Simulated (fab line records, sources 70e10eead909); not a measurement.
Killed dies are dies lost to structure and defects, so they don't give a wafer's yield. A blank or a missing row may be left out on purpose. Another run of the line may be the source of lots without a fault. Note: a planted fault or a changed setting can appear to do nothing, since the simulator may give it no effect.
Struck lot and sound lot, side by side || flow nand_harc || 14 steps out of a route of 1302
Sound: wafers L713.1, L713.2, L713.5. Struck: wafers L711.3, L711.6. At the end, the cause is stated.
At each step with rows: each side's tool, then ch and its chambers, then its first start. Under that, the readings that differ: sound wafers || struck wafers || difference of the means || sigmas: that difference in standard deviations of wafers without a fault.
alike: readings whose means differ by less than 2 such deviations, and words and numbers that are the same on both sides. not compared: withheld readings, readings that some wafer has no value for, bounds like >300 that may hide the same value, and numbers for which the record gives no deviation and whose values overlap.
The two part at a step that has a row with sigmas, a row that says differs or no value, or rows on one side only. Non-overlapping numbers with no deviation appear without sigmas and do not part them. Lack of a reading on every wafer of one side parts them only where that side has two or more wafers.

first, 2 steps without rows for these wafers: NHARC_A_SOURCE_PLATE_SRD_01; NHARC_A_SOURCE_PLATE_OXIDE_02 (material SiO2, target thk 10 nm, ox time 1362 s).
NHARC_A_SOURCE_PLATE_THK_MEAS_09: measures by ellipsometry.
  sound on film_metro-01 at day 15 12:51; struck on film_metro-01 at day 14 11:34
  alike: thk_nm
then, 3 steps without rows for these wafers: NHARC_A_SOURCE_PLATE_PVD_04 (deposits WSi2, target thk 50 nm); NHARC_A_SOURCE_PLATE_CVD_03 (deposits poly-Si, target thk 200 nm, time 4000 s); NHARC_A_SOURCE_PLATE_ANNEAL_05 (time 1800 s).
NHARC_A_SOURCE_PLATE_THK_MEAS_06: measures by ellipsometry.
  sound on film_metro-01 at day 16 01:53; struck on film_metro-02 at day 15 01:17
  alike: thk_nm
NHARC_A_SOURCE_PLATE_INSPECT_08:
  sound on defect_inspect-01 at day 16 01:58; struck on defect_inspect-01 at day 15 01:22
  alike: raw_defect_count
after that, 1 step with no rows for these wafers: NHARC_A_ONON_D1_DEP_00 (target thk 1000 nm).
NHARC_A_ONON_D1_THK_MEAS_02: measures by ellipsometry.
  sound on film_metro-01 at day 16 02:32; struck on film_metro-02 at day 15 01:56
  alike: thk_nm
NHARC_A_ONON_D1_DEP_03: target thk 1000 nm.
  sound on pecvd_onon-01 ch 0, day 16 02:35; struck on pecvd_onon-03 ch 0, day 15 02:07
NHARC_A_ONON_D1_THK_MEAS_05: measures by ellipsometry.
  sound on film_metro-01 at day 16 03:05; struck on film_metro-01 at day 15 02:30
{"reading": "thk_nm (nm)", "sound": "988 987 987", "struck": "1803 1804", "difference": "+816", "sigmas": "+82"}
after that, 1 step with no rows for these wafers: NHARC_A_ONON_D1_DEP_06 (target thk 1000 nm).
-- the record jumps here: 17 days lie between the struck wafers' starts before and after (it left off in module A_ONON_D1 and takes up again in module END, whose first step shown is number 1302 of the route) --
NHARC_END_SORT_01:
  at this point the record logs the struck wafers (prober-01 ch 0, day 31 20:14) and has no rows for the sound ones

## WHERE THEY PART
Last at NHARC_END_SORT_01 as far as this record goes, first at NHARC_A_ONON_D1_THK_MEAS_05.

WHY: whatever the simulator had introduced
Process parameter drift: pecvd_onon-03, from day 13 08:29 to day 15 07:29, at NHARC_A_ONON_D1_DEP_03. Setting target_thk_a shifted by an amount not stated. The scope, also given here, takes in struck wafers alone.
